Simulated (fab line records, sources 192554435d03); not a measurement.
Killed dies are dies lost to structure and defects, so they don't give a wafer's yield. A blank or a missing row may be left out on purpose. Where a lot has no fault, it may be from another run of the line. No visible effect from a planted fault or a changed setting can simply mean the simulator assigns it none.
Which tool did it? || flow n5 finfet || Sampling: 14 lots, 42 wafers, 2 of 1938 route steps

WHAT THE GAUGES SHOWED, per wafer
N5_BEOL_M6_OVL_MEAS_12. Usual: M6_OVL gives -0.2 nm (standard deviation 0.67).
{"lot": "L468", "measured": "day 8 21:22", "on": "overlay-01", "M6_OVL (nm)": "0.2 -0.5 0.7", "flag": ""}
{"lot": "L471", "measured": "day 9 13:25", "on": "overlay-02", "M6_OVL (nm)": "0.2 -0.2 0.0", "flag": ""}
{"lot": "L472", "measured": "day 9 18:04", "on": "overlay-02", "M6_OVL (nm)": "0.2 0.2 0.1", "flag": ""}
{"lot": "L473", "measured": "day 10 03:10", "on": "overlay-02", "M6_OVL (nm)": "0.2 -0.3 0.1", "flag": ""}
{"lot": "L474", "measured": "day 10 05:40", "on": "overlay-02", "M6_OVL (nm)": "-0.7 -1.0 -0.4", "flag": ""}
{"lot": "L475", "measured": "day 10 17:32", "on": "overlay-01", "M6_OVL (nm)": "-0.7 -0.5 0.8", "flag": ""}
{"lot": "L478", "measured": "day 11 06:13", "on": "overlay-01", "M6_OVL (nm)": "-1.4 -1.1 -2.3", "flag": ""}
{"lot": "L479", "measured": "day 12 01:03", "on": "overlay-01", "M6_OVL (nm)": "-0.4 -1.4 -0.7", "flag": ""}
{"lot": "L482", "measured": "day 12 04:01", "on": "overlay-01", "M6_OVL (nm)": "-0.4 -0.6 -0.1", "flag": ""}
{"lot": "L480", "measured": "day 12 07:25", "on": "overlay-02", "M6_OVL (nm)": "-1.2 -0.6 -0.7", "flag": ""}
{"lot": "L485", "measured": "day 12 11:03", "on": "overlay-02", "M6_OVL (nm)": "-1.0 -0.4 -1.0", "flag": ""}
{"lot": "L486", "measured": "day 13 08:44", "on": "overlay-02", "M6_OVL (nm)": "0.3 0.6 -0.2", "flag": ""}
{"lot": "L489", "measured": "day 13 18:45", "on": "overlay-02", "M6_OVL (nm)": "-0.2 0.0 0.2", "flag": ""}
{"lot": "L490", "measured": "day 14 12:55", "on": "overlay-01", "M6_OVL (nm)": "-0.3 0.4 -0.2", "flag": ""}

WHICH TOOL RAN EACH LOT (tool, then ch and the chambers of the sampled wafers, then the start)
{"lot": "L468", "N5_BEOL_M6_CURE_74": "uv cure-01 ch 1, day 8 19:55"}
{"lot": "L471", "N5_BEOL_M6_CURE_74": "uv cure-01 ch 0, day 9 10:49"}
{"lot": "L472", "N5_BEOL_M6_CURE_74": "uv cure-02 ch 2, day 9 15:01"}
{"lot": "L473", "N5_BEOL_M6_CURE_74": "uv cure-03 ch 1, day 10 00:19"}
{"lot": "L474", "N5_BEOL_M6_CURE_74": "uv cure-02 ch 0, day 10 04:27"}
{"lot": "L475", "N5_BEOL_M6_CURE_74": "uv cure-03 ch 0, day 10 14:59"}
{"lot": "L478", "N5_BEOL_M6_CURE_74": "uv cure-03 ch 2, day 11 03:37"}
{"lot": "L479", "N5_BEOL_M6_CURE_74": "uv cure-01 ch 2, day 11 21:09"}
{"lot": "L482", "N5_BEOL_M6_CURE_74": "uv cure-01 ch 1, day 12 01:07"}
{"lot": "L480", "N5_BEOL_M6_CURE_74": "uv cure-01 ch 2, day 12 04:58"}
{"lot": "L485", "N5_BEOL_M6_CURE_74": "uv cure-02 ch 2, day 12 07:51"}
{"lot": "L486", "N5_BEOL_M6_CURE_74": "uv cure-02 ch 1, day 13 05:59"}
{"lot": "L489", "N5_BEOL_M6_CURE_74": "uv cure-02 ch 1, day 13 17:16"}
{"lot": "L490", "N5_BEOL_M6_CURE_74": "uv cure-02 ch 1, day 14 11:10"}
- N5_BEOL_M6_CURE_74: cures SiCOH lowk, time 240 s.

WHAT THE TOOLS THEMSELVES READ (means of the sampled wafers that have a number; where no wafer has one, the mark that the record gives instead)
N5_BEOL_M6_CURE_74. Usual: lamp power pct 52.31 %, standard deviation 0.061; wafer_temp_C_max 386.8, standard deviation 0.67.
{"lot": "L468", "tool": "uv cure-01", "lamp power pct (%)": 52.31, "wafer_temp_C_max": 386.8, "flag": ""}
{"lot": "L471", "tool": "uv cure-01", "lamp power pct (%)": 52.32, "wafer_temp_C_max": 387.6, "flag": ""}
{"lot": "L472", "tool": "uv cure-02", "lamp power pct (%)": 52.29, "wafer_temp_C_max": 386.3, "flag": ""}
{"lot": "L473", "tool": "uv cure-03", "lamp power pct (%)": 52.32, "wafer_temp_C_max": 386.3, "flag": ""}
{"lot": "L474", "tool": "uv cure-02", "lamp power pct (%)": 52.33, "wafer_temp_C_max": 387.0, "flag": ""}
{"lot": "L475", "tool": "uv cure-03", "lamp power pct (%)": 52.33, "wafer_temp_C_max": 388.5, "flag": ""}
{"lot": "L478", "tool": "uv cure-03", "lamp power pct (%)": 52.34, "wafer_temp_C_max": 386.2, "flag": ""}
{"lot": "L479", "tool": "uv cure-01", "lamp power pct (%)": 52.32, "wafer_temp_C_max": 386.9, "flag": ""}
{"lot": "L482", "tool": "uv cure-01", "lamp power pct (%)": 52.32, "wafer_temp_C_max": 386.8, "flag": ""}
{"lot": "L480", "tool": "uv cure-01", "lamp power pct (%)": 52.29, "wafer_temp_C_max": 387.1, "flag": ""}
{"lot": "L485", "tool": "uv cure-02", "lamp power pct (%)": 52.33, "wafer_temp_C_max": 386.4, "flag": ""}
{"lot": "L486", "tool": "uv cure-02", "lamp power pct (%)": 52.27, "wafer_temp_C_max": 386.5, "flag": ""}
{"lot": "L489", "tool": "uv cure-02", "lamp power pct (%)": 52.30, "wafer_temp_C_max": 386.8, "flag": ""}
{"lot": "L490", "tool": "uv cure-02", "lamp power pct (%)": 52.40, "wafer_temp_C_max": 386.5, "flag": ""}

THE ANSWER, worked out from the rows above alone
Rule: a lot is off if the mean of its wafers that have a number lies more than 3 standard deviations from the usual mean. Also off: a lot with no number at a reading for which 4 or more lots have one. Where the step has rows for the other lots, those lots are counted as sound. First the gauges in route order, then the tools' own readings, where a lot's mean is used as printed above. At the first step where some lot is off, the reading lying furthest off is the one used; lots without a number count as furthest.
None of the lots is off at any reading shown; this tells nothing.

WHAT THE SIMULATOR HAD INSERTED
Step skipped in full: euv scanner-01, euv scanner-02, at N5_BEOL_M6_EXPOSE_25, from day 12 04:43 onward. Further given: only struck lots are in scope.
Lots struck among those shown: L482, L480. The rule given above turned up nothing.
